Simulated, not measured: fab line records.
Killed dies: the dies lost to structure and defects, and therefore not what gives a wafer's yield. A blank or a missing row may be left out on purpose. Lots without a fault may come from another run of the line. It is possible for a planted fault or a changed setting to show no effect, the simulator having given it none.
The tool behind it: which one? / flow n5 finfet / 9 lots (27 wafers sampled), 1 step of a 1938-step route

## WHAT EACH GAUGE READ, for each wafer
N5_MOL_CONTACT_COAG_OVL_MEAS_85.
lot=L372; measured=day 6 03:29; on=overlay-01; VG_OVL (nm)=2.0 0.6 -0.3
lot=L373; measured=day 6 13:10; on=overlay-02; VG_OVL (nm)=-0.5 -0.2 -0.5
lot=L375; measured=day 7 00:55; on=overlay-01; VG_OVL (nm)=0.1 -0.3 -0.1
lot=L376; measured=day 7 11:02; on=overlay-01; VG_OVL (nm)=-0.1 0.5 -1.5
lot=L378; measured=day 7 19:45; on=overlay-02; VG_OVL (nm)=-0.7 -1.1 -0.8
lot=L382; measured=day 8 19:02; on=overlay-02; VG_OVL (nm)=0.1 1.8 1.3
lot=L387; measured=day 10 00:16; on=overlay-01; VG_OVL (nm)=1.1 0.5 1.2
lot=L388; measured=day 10 05:46; on=overlay-01; VG_OVL (nm)=0.3 0.0 0.1
lot=L390; measured=day 10 21:54; on=overlay-01; VG_OVL (nm)=0.3 -0.1 1.2

## WHICH TOOL RAN EACH LOT (tool, then ch and the chambers of the sampled wafers, then the start)
Before these readings, the record contains no process step.

## THE ANSWER, worked out from the rows above alone
Rule: what is usual is taken from the lots themselves. Put in order of their means at a reading, lots are off if they are a third of the lots or fewer, leave a main group of 4 or more, and stand apart from it by a gap of 3 or more times the standard deviation of the main group's means; of several such gaps the widest counts. If all means in a main group match to the digits the tables above print for the reading, that group is not used. A lot without any number at a reading at which 4 lots or more have one is off too. Any other lot the step has rows for is counted as sound.
No lot is off at any reading shown: from this, nothing can be told.

## WHAT THE SIMULATOR HAD INSERTED
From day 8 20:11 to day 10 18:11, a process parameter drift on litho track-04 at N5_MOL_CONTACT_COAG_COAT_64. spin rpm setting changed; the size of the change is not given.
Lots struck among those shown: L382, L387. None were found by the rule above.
